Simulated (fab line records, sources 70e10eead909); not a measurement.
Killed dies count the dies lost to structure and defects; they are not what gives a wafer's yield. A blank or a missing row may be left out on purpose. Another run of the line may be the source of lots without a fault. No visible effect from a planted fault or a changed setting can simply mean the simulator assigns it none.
Chamber matching :: flow nand harc :: NHARC_A_ZERO_WELL_ETCH_13 on rie si-01: 4 sister chambers
The step etches the open film in HBr/Cl2, target depth 120 nm, time 40.1 s. 4 wafers are shown with their chamber, then 8 later ones without.

== EACH WAFER AND ITS CHAMBER ==
wafer: L084.5
chamber: 2
drypump motor current A (A): 4.9

wafer: L086.2
chamber: 0
drypump motor current A (A): 5.5

wafer: L086.5
chamber: 3
drypump motor current A (A): 5.5

wafer: L087.1
chamber: 1
drypump motor current A (A): 5.9

== WAFERS WHOSE CHAMBER IS MISSING ==
wafer: L087.2
drypump motor current A (A): 5.6

wafer: L087.3
drypump motor current A (A): 4.9

wafer: L095.1
drypump motor current A (A): 5.5

wafer: L095.3
drypump motor current A (A): 5.9

wafer: L095.4
drypump motor current A (A): 5.6

wafer: L097.2
drypump motor current A (A): 5.9

wafer: L097.3
drypump motor current A (A): 5.5

wafer: L097.4
drypump motor current A (A): 5.6

== THE CHAMBER EACH PASSED THROUGH ==
wafer: L087.2
from the rows above: can't be placed: 0 or 3
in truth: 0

wafer: L087.3
from the rows above: 2
in truth: 2

wafer: L095.1
from the rows above: can't be placed: 0 or 3
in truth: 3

wafer: L095.3
from the rows above: 1
in truth: 1

wafer: L095.4
from the rows above: can't be placed: 0 or 3
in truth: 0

wafer: L097.2
from the rows above: 1
in truth: 1

wafer: L097.3
from the rows above: can't be placed: 0 or 3
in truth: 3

wafer: L097.4
from the rows above: can't be placed: 0 or 3
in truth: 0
3 of 8 placed correctly. From these rows, 5 cannot be placed; in 5 the true chamber is one of the candidates. Number placed wrongly: 0.
How it was worked out, from the rows above alone: a wafer's distance from a chamber is the root of the sum, over the readings, of the square of ((its reading less the chamber's mean) divided by the reading's scatter). The wafer belongs to the nearest chamber; if the next one is less than 2 further off, it can't be placed. For every chamber, the mean is computed from those of its wafers that are shown. The scatter (one wafer shown for each chamber): square how far every hidden wafer sits from the nearest shown wafer, average those squares and take the square root.
